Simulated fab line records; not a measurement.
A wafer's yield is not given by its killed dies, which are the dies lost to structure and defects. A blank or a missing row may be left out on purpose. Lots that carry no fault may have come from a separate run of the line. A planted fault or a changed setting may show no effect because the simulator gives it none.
Matching of chambers :: flow nand_harc :: 4 sister chambers for NHARC_P_M2_STRIP_18 on rie_diel-01
The step strips in N2/H2. 4 wafers are shown with their chamber, then 11 later ones without.

## WAFERS WITH THEIR CHAMBER
wafer: L283.1
chamber: 1
drypump_motor_current_A (A): 6.3

wafer: L285.1
chamber: 2
drypump_motor_current_A (A): 6.1

wafer: L286.6
chamber: 3
drypump_motor_current_A (A): 5.6

wafer: L287.2
chamber: 0
drypump_motor_current_A (A): 5.3

## WAFERS WITH NO CHAMBER GIVEN
wafer: L287.4
drypump_motor_current_A (A): 5.3

wafer: L287.5
drypump_motor_current_A (A): 5.5

wafer: L288.1
drypump_motor_current_A (A): 6.3

wafer: L288.4
drypump_motor_current_A (A): 6.1

wafer: L288.5
drypump_motor_current_A (A): 6.3

wafer: L290.1
drypump_motor_current_A (A): 5.3

wafer: L290.2
drypump_motor_current_A (A): 6.3

wafer: L290.3
drypump_motor_current_A (A): 6.1

wafer: L289.2
drypump_motor_current_A (A): 6.3

wafer: L289.4
drypump_motor_current_A (A): 6.1

wafer: L289.5
drypump_motor_current_A (A): 6.1

## THE CHAMBER EACH PASSED THROUGH
wafer: L287.4
from the rows above: 0
in truth: 0

wafer: L287.5
from the rows above: 3
in truth: 3

wafer: L288.1
from the rows above: 1
in truth: 1

wafer: L288.4
from the rows above: 2
in truth: 2

wafer: L288.5
from the rows above: 1
in truth: 1

wafer: L290.1
from the rows above: 0
in truth: 0

wafer: L290.2
from the rows above: 1
in truth: 1

wafer: L290.3
from the rows above: 2
in truth: 2

wafer: L289.2
from the rows above: 1
in truth: 1

wafer: L289.4
from the rows above: 2
in truth: 2

wafer: L289.5
from the rows above: 2
in truth: 2
Placed correctly: 11 of 11. Can't be placed from these rows: 0. Wrongly placed: 0.
How it was worked out, from the rows above alone: a wafer's distance from a chamber is the root of the sum, over the readings, of the square of ((its reading less the chamber's mean) divided by the reading's scatter). If the next closest chamber is less than 2 further off than the closest, the wafer can't be placed; otherwise it belongs to the closest. For every chamber, the mean is computed from those of its wafers that are shown. The scatter: with one shown wafer a chamber, the root of the mean of the squares of how far each hidden wafer lies from its nearest shown one.
